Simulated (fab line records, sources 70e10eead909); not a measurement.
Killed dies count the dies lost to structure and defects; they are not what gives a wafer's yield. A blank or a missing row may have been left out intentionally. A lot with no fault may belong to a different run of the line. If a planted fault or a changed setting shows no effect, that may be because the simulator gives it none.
Which of the tools did it? + flow nandHarc + 7 lots with 21 wafers sampled at 3 steps, on a route of 1159 steps

## WHAT EACH GAUGE READ, for each wafer
NHARC_P_STI_CD_MEAS_16.
| lot  | measured    | on       | cdNm (nm)   |
|------|-------------|----------|-------------|
| L877 | day 2 18:44 | cdSem-01 | 203 194 198 |
| L881 | day 3 18:47 | cdSem-01 | 199 195 194 |
| L886 | day 4 21:28 | cdSem-01 | 200 196 196 |
| L892 | day 6 09:55 | cdSem-03 | 192 198 197 |
| L894 | day 7 00:52 | cdSem-03 | 204 196 200 |
| L896 | day 7 11:34 | cdSem-03 | 201 199 193 |
| L898 | day 8 02:16 | cdSem-03 | 196 195 198 |

## WHAT TOOL EACH LOT RAN ON (gives the tool, then ch and the chambers of the sampled wafers, and finally the start)
| lot  | NHARC_P_ZERO_WELL_DESCUM_54      | NHARC_P_STI_ETCH_31                         |
|------|----------------------------------|---------------------------------------------|
| L877 | rieDiel-07 ch 1,2, day 1 23:53   | rieDiel-04 ch 0,1,2, day 2 18:44 or earlier |
| L881 | rieDiel-10 ch 1,2, day 2 23:43   | rieDiel-01 ch 0,1,3, day 3 18:47 or earlier |
| L886 | rieDiel-07 ch 1,2,3, day 4 06:02 | rieDiel-04 ch 0,2,3, day 4 21:28 or earlier |
| L892 | rieDiel-13 ch 0,1,3, day 5 17:50 | rieDiel-01 ch 0,2,3, day 6 09:55 or earlier |
| L894 | rieDiel-13 ch 0,1,2, day 6 06:05 | rieDiel-04 ch 0,2,3, day 7 00:52 or earlier |
| L896 | rieDiel-10 ch 0,2,3, day 6 17:49 | rieDiel-01 ch 1,3, day 7 11:34 or earlier   |
| L898 | rieDiel-07 ch 2,3, day 7 06:00   | rieDiel-04 ch 1,2,3, day 8 02:16 or earlier |
- NHARC_P_ZERO_WELL_DESCUM_54: chemistry O2, time 3 s.
- NHARC_P_STI_ETCH_31: etches the open film in CF4/CHF3, target depth 108.9 nm, time 54.5 s.

## THE ANSWER, worked out from the rows above alone
Rule: the lots themselves supply what counts as usual. The widest of any qualifying gaps counts: lots, ordered by their means at a reading, are off when they make up no more than a third of the lots, leave a main group of 4 or more, and stand apart from it by 3 or more times the standard deviation of that group's means. A main group is skipped when, at the precision printed for the reading in the tables above, its means are all equal. Also off: a lot with no number at a reading for which 4 or more lots have one. All remaining lots with rows at the step are treated as sound.
None of the lots is off at any reading shown; this tells nothing.

## WHAT HAD BEEN PUT IN BY THE SIMULATOR
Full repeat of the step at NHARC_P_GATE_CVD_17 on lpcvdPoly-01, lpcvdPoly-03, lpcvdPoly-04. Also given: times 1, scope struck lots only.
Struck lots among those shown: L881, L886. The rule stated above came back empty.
